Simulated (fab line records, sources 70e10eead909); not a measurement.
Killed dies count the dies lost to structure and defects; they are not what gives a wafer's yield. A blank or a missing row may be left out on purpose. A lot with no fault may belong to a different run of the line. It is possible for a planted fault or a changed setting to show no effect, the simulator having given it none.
A lot that was struck, set against a sound lot	flow nand harc	15 steps out of a route of 1159
Sound: the wafers L157.1, L157.2, L157.4. The struck wafers were L177.3, L177.4, L177.5. Last of all comes the cause.
For every step that has rows: the tool of each side, followed by ch and its chambers, followed by its first start. Under that, the readings that differ: sound wafers	struck wafers	difference of the means	sigmas: that difference in standard deviations of wafers without a fault.
alike: readings whose means differ by less than 2 such deviations, and words and numbers that are the same on both sides. not compared: withheld readings, readings that some wafer has no value for, bounds like >300 that may hide the same value, and numbers for which the record gives no deviation and whose values overlap.
Wherever a step has rows on one side only, a row that says differs or no value, or a row with sigmas, the two part there. When numbers do not overlap yet have no deviation, they are printed without sigmas and do not part them. Lack of a reading on every wafer of one side parts them only where that side has two or more wafers.

first, 7 steps without rows for these wafers: NHARC_A_BONDPAD_COAT_33 (time 65 s); NHARC_A_BONDPAD_COAT_03 (resist thk 600 nm); NHARC_A_BONDPAD_SOFTBAKE_04 (time 70 s); NHARC_A_BONDPAD_EBR_05; NHARC_A_BONDPAD_EXPOSE_06 (exposes mask A BPAD); NHARC_A_BONDPAD_PEB_07 (peb time 80 s); NHARC_A_BONDPAD_DEVELOP_08 (time 50 s).
NHARC_A_BONDPAD_CD_MEAS_09: the cd target is 500 nm.
  sound on cd sem-02 ch 0, day 19 04:47; struck on cd sem-02 ch 0, day 23 02:12
reading	sound	struck	difference	sigmas
cd nm (nm)	502.8 505.2 502.7	498.3 498.1 496.2	-6.0	-3
NHARC_A_BONDPAD_OVL_MEAS_35:
  sound on overlay-02, day 19 04:53; struck on overlay-02, day 23 02:17
reading	sound	struck	difference	sigmas
overlay x nm (nm)	6 6 7	-9 -10 -10	-16	-3
overlay y nm (nm)	4 4 4	-11 -10 -10	-14	-3
then, 1 step without rows for these wafers: NHARC_A_BONDPAD_HARDBAKE_10 (time 65 s).
NHARC_A_BONDPAD_DESCUM_11: chemistry O2, time 3 s.
  sound on rie diel-03 ch 0,1,2, day 19 05:01; struck on rie diel-03 ch 0,2,3, day 23 02:26
  alike: drypump motor current A, mfc ar sccm, oes product au, rf vpp V, showerhead plenum p Torr, throttle valve pct
  not compared: rf hours counter h
NHARC_A_BONDPAD_ETCH_34: etches the open film in N2/H2, target depth 60 nm, overetch 18 nm, time 65.91 s.
  sound on rie diel-03 ch 0,2,3, day 19 05:05; struck on rie diel-03 ch 0,1, day 23 02:30
  alike: drypump motor current A, mfc ar sccm, oes product au, rf fwd power W, rf vpp V, showerhead plenum p Torr, throttle valve pct
  not compared: rf hours counter h
NHARC_A_BONDPAD_ETCH_12: etches the open film in CHF3/O2, target depth 220 nm, time 110 s.
  sound on rie diel-03 ch 0,2,3, day 19 05:11; struck on rie diel-03 ch 0,1,2, day 23 02:35
reading	sound	struck	difference	sigmas
oes product au (a.u.)	0.948 0.955 0.979	1.021 1.004 1.008	+0.050	+2
rf fwd power W (W)	498.9 495.7 495.7	560.6 558.5 555.6	+61.5	+32
  alike: drypump motor current A, mfc ar sccm, rf vpp V, showerhead plenum p Torr, throttle valve pct
  not compared: rf hours counter h
NHARC_A_BONDPAD_CD_MEAS_13:
  sound on cd sem-02, day 19 05:19; struck on cd sem-01, day 23 02:44
reading	sound	struck	difference	sigmas
cd nm (nm)	503.9 504.2 503.5	498.8 496.7 497.3	-6.3	-3
NHARC_END_SORT_01:
  only the struck wafers appear in the record here, on prober-02 ch 0 at day 24 12:32; the sound ones have no rows

WHERE THEY PART
Last at NHARC_END_SORT_01 as far as this record goes, first at NHARC_A_BONDPAD_CD_MEAS_09.

WHY: what had been put in by the simulator
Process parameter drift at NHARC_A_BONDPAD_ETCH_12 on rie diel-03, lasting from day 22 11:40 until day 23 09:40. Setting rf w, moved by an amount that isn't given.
